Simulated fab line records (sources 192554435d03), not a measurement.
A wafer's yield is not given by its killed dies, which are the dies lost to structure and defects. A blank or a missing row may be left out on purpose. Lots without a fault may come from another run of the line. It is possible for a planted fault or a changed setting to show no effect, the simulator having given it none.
Comparing a struck lot with a sound one :: flow n5-finfet :: 16 out of 1938 route steps
Sound: these wafers, L465.1, L465.2, L465.6. Struck: wafer L482.2 (left out: L482.4, a lot-mate that was not struck); the cause follows at the end.
At each step with rows: each side's tool, then ch and its chambers, then its first start. Under that, the readings that differ: sound wafers :: struck wafers :: difference of the means :: sigmas: that difference in standard deviations of wafers without a fault.
alike: readings with means less than 2 such deviations apart, plus words and numbers identical on both sides. not compared: withheld readings, readings lacking a value on some wafer, bounds such as >300 that could conceal the same value, and numbers that have no deviation in the record and whose values overlap.
The two part at a step that has a row with sigmas, a row that says differs or no value, or rows on one side only. Numbers that have no deviation but don't overlap get no sigmas and don't part them. A reading missing from all wafers of one side parts the sides only when that side holds two or more wafers.

first, 5 steps without rows for these wafers: N5_BEOL_M0_SAQP_EBR_10; N5_BEOL_M0_SAQP_SOFTBAKE_09 (time 60 s); N5_BEOL_M0_SAQP_EXPOSE_11 (exposes mask M0 CORE, target cd 42 nm); N5_BEOL_M0_SAQP_PEB_12 (peb time 60 s); N5_BEOL_M0_SAQP_DEVELOP_13 (develop time 30 s).
N5_BEOL_M0_SAQP_CD_MEAS_14: target cd 42.5 nm.
  sound on cd-sem-02 ch 0, day 5 12:26; struck on cd-sem-01 ch 0, day 9 16:07
  alike: cd-nm
N5_BEOL_M0_SAQP_OVL_MEAS_15:
  sound on overlay-01 ch 0, day 5 12:28; struck on overlay-02 ch 0, day 9 16:09
reading: M0_CORE_OVL (nm)
sound: 0.1 0.7 0.2
struck: -1.1
difference: -1.4
sigmas: -2
N5_BEOL_M0_SAQP_INSPECT_16: inspects for defects (brightfield).
  sound on defect-inspect-02 at day 5 12:29; struck on defect-inspect-01 at day 9 16:10
  alike: raw-defect-count
N5_BEOL_M0_SAQP_DESCUM_19: chemistry O2, time 7.9 s.
  sound on rie-diel-03 ch 0,1,3, day 5 12:35; struck on rie-diel-04 ch 3, day 9 16:13
  alike: drypump-motor-current-A, oes-product-au, rf-fwd-power-W, rf-vpp-V, showerhead-plenum-p-Torr, throttle-valve-pct
  not compared: rf-hours-counter-h
N5_BEOL_M0_SAQP_ETCH_83: etches SiARC in CF4, target depth 39 nm, time 65 s.
  sound on rie-diel-03 ch 0,1,3, day 5 12:37; struck on rie-diel-04 ch 3, day 9 16:14
reading: rf-vpp-V (V)
sound: 183.8 182.6 184.4
struck: 186.0
difference: +2.4
sigmas: +2
  alike: bias-w, drypump-motor-current-A, etch-rf-on-time-s, oes-product-au, rf-fwd-power-W, showerhead-plenum-p-Torr, throttle-valve-pct
  not compared: rf-hours-counter-h
N5_BEOL_M0_SAQP_ETCH_84: etches SOC in N2/H2, target depth 100 nm, overetch 20 nm, time 150 s.
  sound on rie-diel-03 ch 0,1,3, day 5 12:40; struck on rie-diel-04 ch 3, day 9 16:17
reading: bias-w (W)
sound: 150.0 150.6 150.3
struck: 149.4
difference: -0.9
sigmas: -2
  alike: drypump-motor-current-A, n2-flow-sccm, oes-product-au, rf-fwd-power-W, rf-vpp-V, showerhead-plenum-p-Torr, throttle-valve-pct
  not compared: rf-hours-counter-h
then, 1 step without rows for these wafers: N5_BEOL_M0_SAQP_STRIP_80 (strips in N2/H2).
N5_BEOL_M0_SAQP_HM_OPEN_112: chemistry CHF3/O2, target SiO2, stops on a-Si, target depth 12 nm, time 13.5 s.
  sound on rie-diel-03 ch 0,1,3, day 5 12:46; struck on rie-diel-04 ch 3, day 9 16:24
reading: model.SiARC_of_BEOL_M0_SAQP_COAT_82.thk-nm (nm)
sound: 5.2 4.8 5.8
struck: 9.4
difference: +4.1
sigmas: 
  alike: bias-w, drypump-motor-current-A, oes-product-au, rf-fwd-power-W, rf-vpp-V, showerhead-plenum-p-Torr, throttle-valve-pct
  not compared: rf-hours-counter-h
then, 1 step without rows for these wafers: N5_BEOL_M0_SAQP_STRIP_113 (strips in CHF3/O2).
-- the record jumps here: 3 days lie between the struck wafers' starts before and after (it left off in module BEOL_M0_SAQP and takes up again in module BEOL_M4, whose first step shown is number 1111 of the route) --
N5_BEOL_M4_RC_MEAS_101:
  sound on prober-01 ch 0, day 8 08:40; struck on prober-01 ch 0, day 12 08:52
  alike: DIBL_N, DIBL_P, IOFF_N, IOFF_P, ION_N, ION_P, SS_N, SS_P, VT_N, VT_P
N5_PASSIVATION_PROBE_49:
  the record has rows for the sound wafers here (prober-02, day 12 23:52) and none for the struck ones

WHERE THEY PART
At N5_BEOL_M0_SAQP_OVL_MEAS_15 first; at N5_PASSIVATION_PROBE_49 last (within this record only).

WHY: what had been put in by the simulator
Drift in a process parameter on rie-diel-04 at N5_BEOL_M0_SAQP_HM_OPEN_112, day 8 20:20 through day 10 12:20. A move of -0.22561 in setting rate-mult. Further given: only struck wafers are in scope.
